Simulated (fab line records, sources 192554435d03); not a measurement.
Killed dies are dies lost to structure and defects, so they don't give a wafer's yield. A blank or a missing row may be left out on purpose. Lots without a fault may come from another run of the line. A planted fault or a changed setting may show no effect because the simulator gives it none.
One fault seen from 3 desks | flow n5_finfet | each desk has only its own numbers; what lay behind them comes last

THE DEFECT DESK
What the inspections along the route counted, lot by lot: means of the sampled wafers that have a number. A lot is out of limits, marked OUT, if its mean lies more than 4 standard deviations from the usual mean; the brackets give that distance.
Columns: A = raw_defect_count at N5_PMOS_HMC_CHANNEL_EPI_INSPECT_11, usual 2.2
lot  | first seen here | A
L524 | day 1 17:46     | 0.7
L525 | day 1 23:05     | 1.3
L527 | day 2 10:59     | 3.0
L529 | day 2 23:10     | 2.7
L531 | day 3 11:53     | 1.7
L533 | day 3 23:37     | 2.0
L535 | day 4 11:09     | 2.0
L536 | day 4 17:25     | 3.7
L537 | day 4 23:02     | 1.5
L538 | day 5 05:04     | 0.7
L541 | day 5 23:28     | 2.0
L545 | day 6 23:01     | 1.7
L547 | day 7 10:58     | 3.0
This desk's finding: nothing out of limits on any of the 13 lots.

THE TOOL OWNER'S DESK: litho_track-01
The tool's own readings at N5_ZERO_LAYER_PEB_09: means of the sampled wafers that have a number, for each lot that ran on this tool. A lot is out of limits, marked OUT, if its mean lies more than 4 standard deviations from the usual mean; the brackets give that distance.
Columns: A = exhaust_pa at N5_ZERO_LAYER_PEB_09, usual 44.8 Pa
lot  | first seen here | A
L525 | day 1 18:31     | 44.4
L527 | day 2 06:39     | 45.1
L529 | day 2 18:31     | 44.6
This desk's finding: nothing out of limits on any of the 3 lots.

THE METROLOGY DESK
What the gauges read, lot by lot, whatever tool the lot ran on: means of the sampled wafers that have a number. A lot is out of limits, marked OUT, if its mean lies more than 4 standard deviations from the usual mean; the brackets give that distance.
Columns: A = cd_nm at N5_ZERO_LAYER_CD_MEAS_11, usual 1999.6 nm; B = thk_nm at N5_FIN_SAQP_THK_MEAS_05, usual 37.9 nm
lot  | first seen here | A                 | B
L524 | day 1 12:47     | 2000.5            | 38.2
L525 | day 1 18:38     | 1999.6            | 38.6
L527 | day 2 06:46     | 1984.9 (-7.8) OUT | 38.0
L529 | day 2 18:38     | 1986.1 (-7.1) OUT | 37.3
L531 | day 3 06:46     | 1999.1            | 38.7
L533 | day 3 18:41     | 1998.7            | 37.9
L535 | day 4 06:38     | 1998.6            | 38.0
L536 | day 4 12:46     | 2000.0            | 37.9
L537 | day 4 18:40     | 1997.7            | 38.2
L538 | day 5 00:46     | 1998.4            | 37.7
L541 | day 5 18:47     | 1998.3            | 37.5
L545 | day 6 18:46     | 2000.6            | 37.6
L547 | day 7 06:40     | 1997.5            | 38.0
This desk's finding: out of limits on L527, L529; first on L527, day 2 06:46 (cd_nm at N5_ZERO_LAYER_CD_MEAS_11). In limits: L524, L525, L531, L533, L535, L536, L537, L538, L541, L545, L547.

PUT TOGETHER
The metrology desk could have raised an alarm at day 2 06:46, on L527, L529.
The defect desk saw nothing out of limits.
The tool owner's desk saw nothing out of limits.
The defect desk has L527, L529 on record, within its limits.
The tool owner's desk has L527, L529 on record, within its limits.
Of the lots named, all ran N5_ZERO_LAYER_PEB_09 on litho_track-01.

WHAT THE SIMULATOR HAD PUT IN
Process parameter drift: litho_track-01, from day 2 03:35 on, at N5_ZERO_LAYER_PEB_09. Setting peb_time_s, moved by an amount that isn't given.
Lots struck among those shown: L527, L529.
Hours from the fault's start to each desk's first reading out of limits: the metrology desk, 3.
